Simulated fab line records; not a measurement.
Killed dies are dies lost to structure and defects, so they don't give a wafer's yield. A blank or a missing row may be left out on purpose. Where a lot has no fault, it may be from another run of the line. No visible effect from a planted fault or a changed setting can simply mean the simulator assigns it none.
Which of the tools did it? + flow n5_finfet + 22 lots, 66 wafers sampled, at 4 steps of a route of 1938

== WHAT THE GAUGES READ, wafer by wafer ==
N5_FIN_SAQP_OVL_MEAS_17. Usual: FIN_CORE_OVL typically reads -0.7 nm, with standard deviation 0.87.
| lot  | measured    | on         | FIN_CORE_OVL (nm) | flag |
|------|-------------|------------|-------------------|------|
| L074 | day 1 22:01 | overlay-02 | -0.9 -0.8 -1.4    |      |
| L075 | day 2 04:15 | overlay-01 | 0.6 0.9 -2.3      |      |
| L076 | day 2 10:44 | overlay-02 | -0.1 -0.3 0.6     |      |
| L078 | day 2 23:46 | overlay-01 | -0.6 0.9 -0.9     |      |
| L079 | day 3 04:44 | overlay-02 | -0.5 0.0 -0.5     |      |
| L080 | day 3 12:25 | overlay-01 | 0.2 -1.1 0.8      |      |
| L081 | day 3 17:08 | overlay-02 | 1.0 -0.7 0.7      |      |
| L082 | day 3 23:34 | overlay-01 | -1.3 -1.5 0.6     |      |
| L083 | day 4 04:17 | overlay-01 | -0.7 -1.8 -1.6    |      |
| L084 | day 4 09:48 | overlay-02 | -0.6 -1.8 -0.7    |      |
| L085 | day 4 16:52 | overlay-02 | 0.4 -0.2 -1.5     |      |
| L087 | day 5 04:38 | overlay-01 | -0.1 -0.8 -1.8    |      |
| L088 | day 5 11:06 | overlay-01 | 0.4 -0.6 -1.6     |      |
| L089 | day 5 15:50 | overlay-01 | -1.4 -0.8 1.2     |      |
| L090 | day 5 22:28 | overlay-02 | -1.3 -1.8 -0.4    |      |
| L091 | day 6 03:56 | overlay-02 | -0.8 -0.4 -1.2    |      |
| L092 | day 6 09:46 | overlay-02 | -1.4 -1.7 -0.3    |      |
| L093 | day 6 16:19 | overlay-02 | -1.0 0.5 -1.9     |      |
| L094 | day 6 23:13 | overlay-02 | -1.2 -1.0 -2.6    |      |
| L095 | day 7 04:01 | overlay-02 | 0.9 -0.7 -0.4     |      |
| L096 | day 7 09:22 | overlay-02 | -1.2 -1.9 -2.0    |      |
| L097 | day 7 17:27 | overlay-02 | -0.3 -1.2 -1.9    |      |

== WHAT TOOL EACH LOT RAN ON (gives the tool, then ch and the chambers of the sampled wafers, and finally the start) ==
| lot  | N5_PMOS_HMC_CHANNEL_EPI_ETCH_38 | N5_PMOS_HMC_CHANNEL_EPI_CMP_21 | N5_FIN_SAQP_HM_DEP_03          |
|------|---------------------------------|--------------------------------|--------------------------------|
| L074 | rie_si-02 ch 0,1,3, day 1 18:17 | cmp-04 ch 1,2, day 1 19:52     | pecvd-01 ch 1,2, day 1 21:18   |
| L075 | rie_si-02 ch 1,3, day 1 23:40   | cmp-02 ch 1,2,3, day 2 02:12   | pecvd-02 ch 1,2, day 2 03:26   |
| L076 | rie_si-03 ch 1,2, day 2 06:39   | cmp-02 ch 0,2,3, day 2 08:39   | pecvd-04 ch 0,1,2, day 2 09:53 |
| L078 | rie_si-03 ch 0,1, day 2 18:55   | cmp-03 ch 0,2,3, day 2 20:35   | pecvd-01 ch 1,2, day 2 22:49   |
| L079 | rie_si-03 ch 0,2,3, day 3 00:29 | cmp-03 ch 1,2,3, day 3 02:25   | pecvd-02 ch 0,1,2, day 3 03:55 |
| L080 | rie_si-02 ch 0,2, day 3 07:35   | cmp-04 ch 0,2,3, day 3 09:43   | pecvd-02 ch 0,1, day 3 11:32   |
| L081 | rie_si-05 ch 0,1,3, day 3 13:25 | cmp-04 ch 1,2, day 3 14:59     | pecvd-02 ch 0,1,2, day 3 16:26 |
| L082 | rie_si-02 ch 0,1,3, day 3 19:20 | cmp-04 ch 2,3, day 3 21:20     | pecvd-01 ch 1,2, day 3 22:44   |
| L083 | rie_si-02 ch 1,2,3, day 4 00:02 | cmp-04 ch 1,3, day 4 02:07     | pecvd-04 ch 0,2, day 4 03:28   |
| L084 | rie_si-03 ch 0,2,3, day 4 06:07 | cmp-03 ch 0,2,3, day 4 07:39   | pecvd-02 ch 0,1,2, day 4 09:04 |
| L085 | rie_si-03 ch 2,3, day 4 12:44   | cmp-03 ch 1,2,3, day 4 14:44   | pecvd-01 ch 0,1,2, day 4 16:11 |
| L087 | rie_si-02 ch 0,1,3, day 5 00:59 | cmp-03 ch 0,3, day 5 02:31     | pecvd-01 ch 1,2, day 5 03:56   |
| L088 | rie_si-03 ch 1,2, day 5 06:54   | cmp-02 ch 0,1,3, day 5 08:52   | pecvd-04 ch 1,2, day 5 10:17   |
| L089 | rie_si-03 ch 1,2, day 5 11:45   | cmp-02 ch 2,3, day 5 13:41     | pecvd-01 ch 0,1,2, day 5 15:01 |
| L090 | rie_si-05 ch 0,1,3, day 5 18:14 | cmp-03 ch 0,1, day 5 19:46     | pecvd-04 ch 0,1,2, day 5 21:46 |
| L091 | rie_si-02 ch 2,3, day 5 23:56   | cmp-04 ch 0,3, day 6 01:28     | pecvd-02 ch 0,2, day 6 03:05   |
| L092 | rie_si-03 ch 1,2,3, day 6 05:42 | cmp-03 ch 1,2,3, day 6 07:37   | pecvd-01 ch 0,1,2, day 6 08:56 |
| L093 | rie_si-05 ch 0,2,3, day 6 12:32 | cmp-03 ch 0,1,2, day 6 14:07   | pecvd-04 ch 0,1, day 6 15:30   |
| L094 | rie_si-05 ch 0,2, day 6 17:38   | cmp-02 ch 1,2,3, day 6 19:11   | pecvd-04 ch 1,2, day 6 22:24   |
| L095 | rie_si-02 ch 2,3, day 6 23:53   | cmp-03 ch 0,2,3, day 7 01:30   | pecvd-04 ch 0,1, day 7 03:11   |
| L096 | rie_si-05 ch 0,1,2, day 7 05:43 | cmp-03 ch 0,2, day 7 07:17     | pecvd-04 ch 0,2, day 7 08:40   |
| L097 | rie_si-03 ch 1,2, day 7 13:02   | cmp-02 ch 0,1,2, day 7 15:05   | pecvd-01 ch 0,1, day 7 16:38   |
- N5_PMOS_HMC_CHANNEL_EPI_ETCH_38: etches SiO2 in CF4, target depth 1.5 nm.
- N5_PMOS_HMC_CHANNEL_EPI_CMP_21: polishes SiGe30, target thk 54 nm.
- N5_FIN_SAQP_HM_DEP_03: deposits SiNx from SiH4/NH3/N2, target thk 38 nm, time 33.6 s.

== WHAT THE TOOLS THEMSELVES READ (means of the sampled wafers that have a number; where no wafer has one, the mark that the record gives instead) ==
N5_PMOS_HMC_CHANNEL_EPI_ETCH_38. Usual: drypump_motor_current_A 5.7 A, standard deviation 0.39; he_backside_leak_sccm 2.79 sccm, standard deviation 0.21; oes_product_au 1.001 a.u., standard deviation 0.023; rf_fwd_power_W 785 W, standard deviation 3.8; throttle_valve_pct 21.8 %, standard deviation 0.37.
| lot  | tool      | drypump_motor_current_A (A) | he_backside_leak_sccm (sccm) | oes_product_au (a.u.) | rf_fwd_power_W (W) | throttle_valve_pct (%) | flag |
|------|-----------|-----------------------------|------------------------------|-----------------------|--------------------|------------------------|------|
| L074 | rie_si-02 | 6.1                         | 2.88                         | 1.015                 | 785                | 22.0                   |      |
| L075 | rie_si-02 | 6.0                         | 2.90                         | 1.033                 | 786                | 22.1                   |      |
| L076 | rie_si-03 | 5.5                         | 2.75                         | 0.981                 | 784                | 21.8                   |      |
| L078 | rie_si-03 | 5.5                         | 2.96                         | 0.997                 | 779                | 22.1                   |      |
| L079 | rie_si-03 | 5.3                         | 2.61                         | 0.986                 | 784                | 21.5                   |      |
| L080 | rie_si-02 | 5.8                         | 2.80                         | 1.016                 | 786                | 21.8                   |      |
| L081 | rie_si-05 | 5.9                         | 2.85                         | 0.981                 | 788                | 21.6                   |      |
| L082 | rie_si-02 | 6.0                         | 2.91                         | 1.021                 | 785                | 22.0                   |      |
| L083 | rie_si-02 | 5.8                         | 2.80                         | 1.026                 | 786                | 22.0                   |      |
| L084 | rie_si-03 | 5.3                         | 2.58                         | 0.988                 | 787                | 21.5                   |      |
| L085 | rie_si-03 | 5.4                         | 2.62                         | 0.996                 | 783                | 21.3                   |      |
| L087 | rie_si-02 | 6.1                         | 2.92                         | 1.020                 | 785                | 22.0                   |      |
| L088 | rie_si-03 | 5.5                         | 2.80                         | 0.995                 | 784                | 22.1                   |      |
| L089 | rie_si-03 | 5.5                         | 2.69                         | 0.986                 | 786                | 21.8                   |      |
| L090 | rie_si-05 | 5.9                         | 2.72                         | 0.988                 | 785                | 21.6                   |      |
| L091 | rie_si-02 | 5.6                         | 2.85                         | 1.006                 | 782                | 22.0                   |      |
| L092 | rie_si-03 | 5.5                         | 2.75                         | 1.001                 | 787                | 21.7                   |      |
| L093 | rie_si-05 | 6.2                         | 2.77                         | 0.996                 | 784                | 21.4                   |      |
| L094 | rie_si-05 | 6.4                         | 2.68                         | 1.002                 | 782                | 21.2                   |      |
| L095 | rie_si-02 | 5.7                         | 2.84                         | 1.011                 | 784                | 22.0                   |      |
| L096 | rie_si-05 | 6.0                         | 2.52                         | 0.996                 | 784                | 21.5                   |      |
| L097 | rie_si-03 | 5.5                         | 2.72                         | 0.990                 | 786                | 21.8                   |      |

N5_PMOS_HMC_CHANNEL_EPI_CMP_21. Usual: edge_zone_pressure_frac 1.000, standard deviation 0.005; motor_current_A 12.6 A, standard deviation 0.84.
| lot  | tool   | edge_zone_pressure_frac | motor_current_A (A) | flag |
|------|--------|-------------------------|---------------------|------|
| L074 | cmp-04 | 0.995                   | 12.0                |      |
| L075 | cmp-02 | 0.996                   | 13.7                |      |
| L076 | cmp-02 | 0.995                   | 13.7                |      |
| L078 | cmp-03 | 1.003                   | 12.6                |      |
| L079 | cmp-03 | 1.005                   | 12.6                |      |
| L080 | cmp-04 | 1.005                   | 12.2                |      |
| L081 | cmp-04 | 0.993                   | 12.2                |      |
| L082 | cmp-04 | 0.993                   | 12.2                |      |
| L083 | cmp-04 | 1.002                   | 11.8                |      |
| L084 | cmp-03 | 1.002                   | 13.0                |      |
| L085 | cmp-03 | 0.998                   | 12.4                |      |
| L087 | cmp-03 | 0.995                   | 12.6                |      |
| L088 | cmp-02 | 1.004                   | 13.7                |      |
| L089 | cmp-02 | 1.000                   | 14.3                |      |
| L090 | cmp-03 | 1.005                   | 11.9                |      |
| L091 | cmp-04 | 0.998                   | 12.0                |      |
| L092 | cmp-03 | 1.003                   | 12.7                |      |
| L093 | cmp-03 | 1.001                   | 12.0                |      |
| L094 | cmp-02 | 1.000                   | 13.3                |      |
| L095 | cmp-03 | 1.003                   | 12.4                |      |
| L096 | cmp-03 | 1.002                   | 12.2                |      |
| L097 | cmp-02 | 1.003                   | 13.3                |      |

N5_FIN_SAQP_HM_DEP_03. Usual: heater_power_w 779 W, standard deviation 130; rf_fwd_power_W 297.9 W, standard deviation 1.2; showerhead_plenum_p_Torr 5.10 Torr, standard deviation 0.062; throttle_valve_pct 39.8 %, standard deviation 2.5.
| lot  | tool     | heater_power_w (W) | rf_fwd_power_W (W) | showerhead_plenum_p_Torr (Torr) | throttle_valve_pct (%) | flag |
|------|----------|--------------------|--------------------|---------------------------------|------------------------|------|
| L074 | pecvd-01 | 953                | 296.9              | 5.04                            | 40.1                   |      |
| L075 | pecvd-02 | 686                | 298.1              | 5.13                            | 39.6                   |      |
| L076 | pecvd-04 | 700                | 296.7              | 5.11                            | 39.5                   |      |
| L078 | pecvd-01 | 996                | 298.0              | 5.05                            | 40.0                   |      |
| L079 | pecvd-02 | 668                | 298.0              | 5.17                            | 39.9                   |      |
| L080 | pecvd-02 | 696                | 298.6              | 5.17                            | 40.1                   |      |
| L081 | pecvd-02 | 697                | 298.8              | 5.17                            | 39.9                   |      |
| L082 | pecvd-01 | 882                | 299.0              | 5.03                            | 40.1                   |      |
| L083 | pecvd-04 | 738                | 298.2              | 5.09                            | 39.7                   |      |
| L084 | pecvd-02 | 649                | 298.0              | 5.17                            | 40.0                   |      |
| L085 | pecvd-01 | 812                | 298.3              | 5.04                            | 39.6                   |      |
| L087 | pecvd-01 | 948                | 298.8              | 5.05                            | 40.1                   |      |
| L088 | pecvd-04 | 695                | 296.8              | 5.14                            | 36.9                   |      |
| L089 | pecvd-01 | 901                | 298.4              | 5.04                            | 39.5                   |      |
| L090 | pecvd-04 | 733                | 297.7              | 5.10                            | 39.9                   |      |
| L091 | pecvd-02 | 658                | 298.4              | 5.20                            | 40.1                   |      |
| L092 | pecvd-01 | 844                | 298.7              | 5.05                            | 39.6                   |      |
| L093 | pecvd-04 | 766                | 297.5              | 5.11                            | 42.8                   |      |
| L094 | pecvd-04 | 733                | 296.5              | 5.15                            | 37.1                   |      |
| L095 | pecvd-04 | 721                | 296.7              | 5.13                            | 39.9                   |      |
| L096 | pecvd-04 | 756                | 298.5              | 5.10                            | 39.9                   |      |
| L097 | pecvd-01 | 825                | 298.8              | 5.02                            | 39.7                   |      |

== THE ANSWER, worked out from the rows above alone ==
Rule: a lot is off if the mean of its wafers that have a number lies more than 3 standard deviations from the usual mean. A lot without any number at a reading at which 4 lots or more have one is off too. The other lots that the step has rows for count as sound. First the gauges in route order, then the tools' own readings, where a lot's mean is used as printed above. The first step at which some lot is off is used, and at that step the reading that is off furthest; a lot without a number counts as furthest.
None of the lots is off at any reading shown; this tells nothing.

== WHAT THE SIMULATOR HAD PUT IN ==
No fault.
